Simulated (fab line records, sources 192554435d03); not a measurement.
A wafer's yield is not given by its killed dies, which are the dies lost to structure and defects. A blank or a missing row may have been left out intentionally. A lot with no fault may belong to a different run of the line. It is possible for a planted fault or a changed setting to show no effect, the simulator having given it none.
Chamber matching | flow n5-finfet | N5_SDB_DESCUM_16 on rie-diel-01 has 4 sister chambers
The step chemistry O2, time 7.9 s. 4 wafers are shown with their chamber, then 8 later ones without.

## WAFERS WITH THEIR CHAMBER
wafer  | chamber | drypump-motor-current-A (A)
L090.2 | 0       | 5.43
L090.5 | 3       | 5.40
L091.6 | 1       | 5.10
L092.2 | 2       | 5.93

## WAFERS WHOSE CHAMBER IS MISSING
wafer  | drypump-motor-current-A (A)
L092.3 | 5.43
L092.6 | 5.11
L093.1 | 5.12
L093.2 | 5.41
L093.5 | 5.42
L096.1 | 5.40
L096.4 | 5.92
L096.5 | 5.40

## EACH ONE'S CHAMBER
wafer  | from the rows above     | in truth
L092.3 | 0                       | 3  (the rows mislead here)
L092.6 | 1                       | 1
L093.1 | 1                       | 1
L093.2 | can't be placed: 3 or 0 | 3
L093.5 | can't be placed: 0 or 3 | 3
L096.1 | 3                       | 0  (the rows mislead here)
L096.4 | 2                       | 2
L096.5 | 3                       | 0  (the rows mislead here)
Placed correctly: 3 of 8. Not placeable from these rows: 2 (in 2, the candidates include the true chamber). Number placed wrongly: 3.
How it was worked out, from the rows above alone: a wafer's distance from a chamber is the root of the sum, over the readings, of the square of ((its reading less the chamber's mean) divided by the reading's scatter). The wafer belongs to the nearest chamber; if the next one is less than 2 further off, it can't be placed. Each chamber's mean is taken over the wafers shown for it. The scatter: root of mean squared gap, hidden wafer to nearest shown wafer, with one shown wafer a chamber.
